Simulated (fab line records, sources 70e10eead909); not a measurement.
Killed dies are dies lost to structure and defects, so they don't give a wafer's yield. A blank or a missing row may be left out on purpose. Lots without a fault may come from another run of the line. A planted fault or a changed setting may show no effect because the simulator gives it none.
Which tool did it? | flow nand_harc | 14 lots, 42 wafers sampled, at 4 steps of a route of 1302

WHAT THE GAUGES READ, wafer by wafer
NHARC_P_ZERO_WELL_CD_MEAS_37: target cd 720 nm. Usual: cd_nm 720.2 nm, standard deviation 1.5.
lot  | measured     | on        | cd_nm (nm)        | flag
L911 | day 1 08:19  | cd_sem-03 | 720.0 718.5 718.6 |
L912 | day 1 10:14  | cd_sem-01 | 721.0 721.8 722.3 |
L913 | day 1 20:08  | cd_sem-02 | 718.4 718.6 720.0 |
L915 | day 2 16:01  | cd_sem-01 | 721.0 719.6 722.1 |
L921 | day 5 04:13  | cd_sem-01 | 641.0 638.8 640.6 | OFF
L923 | day 6 00:14  | cd_sem-01 | 638.4 639.3 640.9 | OFF
L924 | day 6 10:31  | cd_sem-03 | 721.5 721.7 722.3 |
L925 | day 6 19:59  | cd_sem-01 | 721.7 723.2 722.6 |
L926 | day 7 05:50  | cd_sem-03 | 718.1 719.4 721.7 |
L927 | day 7 16:06  | cd_sem-03 | 719.8 720.1 720.2 |
L930 | day 8 22:07  | cd_sem-03 | 719.8 720.3 721.2 |
L931 | day 9 07:50  | cd_sem-01 | 720.8 719.5 720.8 |
L932 | day 9 19:03  | cd_sem-01 | 720.4 721.4 723.4 |
L933 | day 10 03:50 | cd_sem-03 | 719.1 718.5 721.0 |

WHICH TOOL RAN EACH LOT (tool, then ch and the chambers of the sampled wafers, then the start)
lot  | NHARC_P_ZERO_WELL_ETCH_65          | NHARC_P_ZERO_WELL_DESCUM_26        | NHARC_P_ZERO_WELL_EXPOSE_34
L911 | rie_diel-04 ch 0,1, day 1 05:38    | rie_diel-04 ch 0,1,3, day 1 06:57  | krf_scanner-02 ch 0, day 1 08:09
L912 | rie_diel-04 ch 0,1,3, day 1 07:26  | rie_diel-05 ch 0,2,3, day 1 08:44  | krf_scanner-03 ch 0, day 1 10:04
L913 | rie_diel-03 ch 0,2,3, day 1 17:30  | rie_diel-03 ch 1,2,3, day 1 18:48  | krf_scanner-03 ch 0, day 1 19:59
L915 | rie_diel-04 ch 0,3, day 2 13:22    | rie_diel-03 ch 1,2,3, day 2 14:31  | krf_scanner-04 ch 0, day 2 15:51
L921 | rie_diel-03 ch 0,1,3, day 5 01:28  | rie_diel-05 ch 0,1,3, day 5 02:44  | krf_scanner-04 ch 0, day 5 04:03
L923 | rie_diel-03 ch 0,1, day 5 21:29    | rie_diel-04 ch 0,3, day 5 22:44    | krf_scanner-04 ch 0, day 6 00:05
L924 | rie_diel-04 ch 0,3, day 6 07:47    | rie_diel-05 ch 0,2, day 6 09:03    | krf_scanner-02 ch 0, day 6 10:22
L925 | rie_diel-05 ch 0,1, day 6 17:22    | rie_diel-04 ch 1,2,3, day 6 18:38  | krf_scanner-02 ch 0, day 6 19:50
L926 | rie_diel-03 ch 2,3, day 7 03:22    | rie_diel-05 ch 0,1,3, day 7 04:31  | krf_scanner-02 ch 0, day 7 05:41
L927 | rie_diel-03 ch 2,3, day 7 13:37    | rie_diel-03 ch 0,3, day 7 14:44    | krf_scanner-02 ch 0, day 7 15:56
L930 | rie_diel-05 ch 0,3, day 8 19:29    | rie_diel-05 ch 0,1, day 8 20:38    | krf_scanner-02 ch 0, day 8 21:57
L931 | rie_diel-04 ch 0,1,3, day 9 05:22  | rie_diel-03 ch 0,1,2, day 9 06:30  | krf_scanner-02 ch 0, day 9 07:41
L932 | rie_diel-03 ch 1,3, day 9 16:24    | rie_diel-04 ch 0,3, day 9 17:41    | krf_scanner-02 ch 0, day 9 18:54
L933 | rie_diel-03 ch 0,2,3, day 10 01:22 | rie_diel-03 ch 0,1,2, day 10 02:29 | krf_scanner-02 ch 0, day 10 03:41
- NHARC_P_ZERO_WELL_ETCH_65: etches the open film in N2/H2, target depth 80 nm, overetch 24 nm, time 87.88 s.
- NHARC_P_ZERO_WELL_DESCUM_26: chemistry O2, time 3 s.
- NHARC_P_ZERO_WELL_EXPOSE_34: exposes mask P PWELL, target cd 720 nm.

WHAT THE TOOLS THEMSELVES READ (means of the sampled wafers that have a number; where no wafer has one, the mark that the record gives instead)
NHARC_P_ZERO_WELL_ETCH_65. Usual: drypump_motor_current_A 5.7 A, standard deviation 0.41; oes_product_au 1.002 a.u., standard deviation 0.0069; rf_fwd_power_W 397.1 W, standard deviation 1.3; rf_vpp_V 429.4 V, standard deviation 2.8; showerhead_plenum_p_Torr 2.00 Torr, standard deviation 0.1; throttle_valve_pct 14.172 %, standard deviation 0.0087.
lot  | tool        | drypump_motor_current_A (A) | oes_product_au (a.u.) | rf_fwd_power_W (W) | rf_vpp_V (V) | showerhead_plenum_p_Torr (Torr) | throttle_valve_pct (%) | flag
L911 | rie_diel-04 | 5.9                         | 0.999                 | 395.9              | 428.0        | 1.96                            | 14.165                 |
L912 | rie_diel-04 | 6.0                         | 0.999                 | 397.1              | 428.3        | 1.97                            | 14.173                 |
L913 | rie_diel-03 | 5.4                         | 1.002                 | 397.0              | 430.4        | 2.04                            | 14.178                 |
L915 | rie_diel-04 | 6.0                         | 1.000                 | 396.7              | 427.4        | 1.92                            | 14.173                 |
L921 | rie_diel-03 | 5.7                         | 1.005                 | 397.5              | 427.6        | 1.95                            | 14.184                 |
L923 | rie_diel-03 | 5.7                         | 0.995                 | 396.6              | 428.9        | 1.97                            | 14.173                 |
L924 | rie_diel-04 | 6.0                         | 1.002                 | 395.6              | 426.7        | 1.90                            | 14.173                 |
L925 | rie_diel-05 | 5.9                         | 1.003                 | 397.5              | 428.5        | 1.98                            | 14.175                 |
L926 | rie_diel-03 | 5.4                         | 1.007                 | 396.6              | 432.7        | 2.10                            | 14.175                 |
L927 | rie_diel-03 | 5.7                         | 1.004                 | 396.4              | 429.8        | 2.00                            | 14.177                 |
L930 | rie_diel-05 | 5.6                         | 1.003                 | 396.4              | 431.9        | 2.10                            | 14.173                 |
L931 | rie_diel-04 | 6.0                         | 0.999                 | 397.2              | 428.2        | 1.95                            | 14.172                 |
L932 | rie_diel-03 | 6.0                         | 1.008                 | 397.9              | 427.1        | 1.92                            | 14.180                 |
L933 | rie_diel-03 | 5.4                         | 0.997                 | 396.8              | 429.8        | 2.02                            | 14.172                 |

NHARC_P_ZERO_WELL_DESCUM_26. Usual: drypump_motor_current_A 5.7 A, standard deviation 0.42; oes_product_au 1.001 a.u., standard deviation 0.0065; rf_vpp_V 57.6 V, standard deviation 0.96; showerhead_plenum_p_Torr 1.88 Torr, standard deviation 0.1; throttle_valve_pct 11.312 %, standard deviation 0.0089.
lot  | tool        | drypump_motor_current_A (A) | oes_product_au (a.u.) | rf_vpp_V (V) | showerhead_plenum_p_Torr (Torr) | throttle_valve_pct (%) | flag
L911 | rie_diel-04 | 6.0                         | 0.999                 | 57.4         | 1.85                            | 11.310                 |
L912 | rie_diel-05 | 5.9                         | 0.999                 | 57.3         | 1.80                            | 11.306                 |
L913 | rie_diel-03 | 5.7                         | 1.003                 | 57.6         | 1.90                            | 11.320                 |
L915 | rie_diel-03 | 5.7                         | 0.999                 | 57.8         | 1.90                            | 11.317                 |
L921 | rie_diel-05 | 5.6                         | 1.009                 | 58.2         | 1.95                            | 11.317                 |
L923 | rie_diel-04 | 6.0                         | 0.996                 | 57.8         | 1.79                            | 11.309                 |
L924 | rie_diel-05 | 6.2                         | 1.004                 | 56.4         | 1.80                            | 11.317                 |
L925 | rie_diel-04 | 5.9                         | 1.002                 | 58.5         | 1.85                            | 11.320                 |
L926 | rie_diel-05 | 5.6                         | 1.004                 | 57.8         | 1.95                            | 11.318                 |
L927 | rie_diel-03 | 5.5                         | 1.004                 | 57.3         | 1.84                            | 11.315                 |
L930 | rie_diel-05 | 5.7                         | 0.999                 | 57.8         | 1.91                            | 11.316                 |
L931 | rie_diel-03 | 5.4                         | 1.005                 | 57.8         | 1.92                            | 11.314                 |
L932 | rie_diel-04 | 6.0                         | 1.006                 | 57.0         | 1.79                            | 11.294                 |
L933 | rie_diel-03 | 5.4                         | 0.993                 | 58.3         | 1.92                            | 11.307                 |

NHARC_P_ZERO_WELL_EXPOSE_34. Usual: exposure_dose_mJ_cm2 22.310, standard deviation 0.021; focus_offset_nm -0.1 nm, standard deviation 0.51.
lot  | tool           | exposure_dose_mJ_cm2 | focus_offset_nm (nm) | flag
L911 | krf_scanner-02 | 22.321               | 1.0                  |
L912 | krf_scanner-03 | 22.312               | -0.5                 |
L913 | krf_scanner-03 | 22.306               | 0.0                  |
L915 | krf_scanner-04 | 22.327               | -0.0                 |
L921 | krf_scanner-04 | 14.015               | 0.3                  | OFF
L923 | krf_scanner-04 | 14.039               | -0.3                 | OFF
L924 | krf_scanner-02 | 22.342               | -0.4                 |
L925 | krf_scanner-02 | 22.292               | 0.5                  |
L926 | krf_scanner-02 | 22.322               | -0.0                 |
L927 | krf_scanner-02 | 22.320               | 0.0                  |
L930 | krf_scanner-02 | 22.304               | 0.1                  |
L931 | krf_scanner-02 | 22.299               | -0.6                 |
L932 | krf_scanner-02 | 22.320               | 0.0                  |
L933 | krf_scanner-02 | 22.310               | 0.2                  |

THE ANSWER, worked out from the rows above alone
Rule: a lot is off if the mean of its wafers that have a number lies more than 3 standard deviations from the usual mean. A lot without any number at a reading at which 4 lots or more have one is off too. The other lots that the step has rows for count as sound. The gauges are gone through in route order, then the tools' own readings, and for those a lot's mean is taken as printed above. The first step at which some lot is off is used, and at that step the reading that is off furthest; a lot without a number counts as furthest.
Off: L921, L923, at NHARC_P_ZERO_WELL_CD_MEAS_37 (cd_nm).
A tool fits if, at a process step before that reading, it ran every lot that is off, and no sound lot after the first of them. The gauges at NHARC_P_ZERO_WELL_CD_MEAS_37 aren't tried: what is off there is off at NHARC_P_ZERO_WELL_EXPOSE_34 too, on other tools, and a gauge's error can't cause that. One fits: krf_scanner-04 at NHARC_P_ZERO_WELL_EXPOSE_34. Its last sound lot is L915 (day 2 15:51), its first lot that is off L921 (day 5 04:03): a fault that began between those two fits.
The tool's own readings at NHARC_P_ZERO_WELL_EXPOSE_34 bear it out: on the lots that are off they differ by more than 5 times the standard deviation of the sound lots' means. exposure_dose_mJ_cm2 reads 14.027 there against 22.315 on the sound lots.

WHAT THE SIMULATOR HAD PUT IN
Process parameter drift: krf_scanner-04, from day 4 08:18 on, at NHARC_P_ZERO_WELL_EXPOSE_34. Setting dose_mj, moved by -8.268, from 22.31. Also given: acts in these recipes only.
Lots struck among those shown: L921, L923. The rule above found the same.
